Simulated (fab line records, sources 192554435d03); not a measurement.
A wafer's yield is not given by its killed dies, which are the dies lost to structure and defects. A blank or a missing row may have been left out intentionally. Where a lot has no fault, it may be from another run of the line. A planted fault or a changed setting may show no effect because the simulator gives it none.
Lot-split experiment -- flow n5_finfet -- 21 wafers read from 7 lots, route of 1938 steps

ABOUT THE SPLIT
At N5_BEOL_M0_SAQP_ETCH_107 (etches SiNx in CH3F/O2, target depth 30 nm), the setting bias_w was moved away from the recipe's 73 W on 5 of the 21 wafers read, by +4.5% to +14.9%. This setting was run at the recipe's value on the other wafers.

Reading taken at the split's own step.

THE READING
rf_vpp_V, in V, at N5_BEOL_M0_SAQP_ETCH_107 (etches SiNx in CH3F/O2, target depth 30 nm). On this fab line, fault-free wafers typically give 296 V with a standard deviation of 4.3 V.

wafer,"tool, chamber at the split","bias_w as run, W",against the recipe,"rf_vpp_V, V",against lot-mates on the recipe
L077.1,"rie_diel-02, 3",73,recipe,296,-
L077.3,"rie_diel-02, 2",73,recipe,297,-
L077.5,"rie_diel-02, 3",83.89,+14.9%,329,+32
L078.1,"rie_diel-04, 0",82.18,+12.6%,329,+34
L078.2,"rie_diel-04, 2",82.18,+12.6%,325,+30
L078.6,"rie_diel-04, 2",73,recipe,295,-
L079.2,"rie_diel-05, 0",73,recipe,299,-
L079.3,"rie_diel-05, 1",73,recipe,288,-
L079.5,"rie_diel-05, 2",73,recipe,291,-
L080.1,"rie_diel-02, 1",73,recipe,298,-
L080.2,"rie_diel-02, 2",76.32,+4.5%,309,+11
L080.6,"rie_diel-02, 3",76.32,+4.5%,306,+8
L083.3,"rie_diel-02, 1",73,recipe,298,-
L083.4,"rie_diel-02, 3",73,recipe,295,-
L083.6,"rie_diel-02, 1",73,recipe,298,-
L084.2,"rie_diel-02, 2",73,recipe,298,-
L084.5,"rie_diel-02, 3",73,recipe,296,-
L084.6,"rie_diel-02, 2",73,recipe,297,-
L090.1,"rie_diel-04, 3",73,recipe,300,-
L090.5,"rie_diel-04, 3",73,recipe,300,-
L090.6,"rie_diel-04, 2",73,recipe,295,-

FIT RESULTS
A straight line over all 21 wafers: rf_vpp_V changes by +2.34 V for each +1% of bias_w; r = +0.97; the points scatter about the line by 3 V.
The same after taking each lot's own level away (the mean of its wafers on the recipe; 21 wafers): +2.38 V for each +1%; r = +0.98; scatter 2.5 V.
The reading moves by 35 V for the largest change in bias_w, on that fit.
Across the lots, their own levels run from 292.7 to 298.3 V, a range of 1.3 times the standard deviation given above.
Hence the lot-to-lot level has little effect on the slope; both slopes agree.
Check: with one of the wafers moved furthest among these (+14.9%) left out of the fit, the line predicts +37.2 V for it against its lot-mates. It came out at +32.5 V against them.
Tool readings at the split's step, against how far the setting was moved: rf_vpp_V r = +0.97.

FURTHER SPLITS ON THESE WAFERS
These wafers also went through other splits before the reading. Each is held against what the fit with the lots' levels taken away leaves over:
other split on the same wafers,wafers away from the commonest value,r with rf_vpp_V (lot level and that fit taken away)
N5_MOL_CONTACT_COAG_ETCHBACK_136 target_depth_a,7,-0.28

THE FILE'S OWN FIT
rf_vpp_V changes by +2.32 V for each +1% of bias_w, r = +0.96.
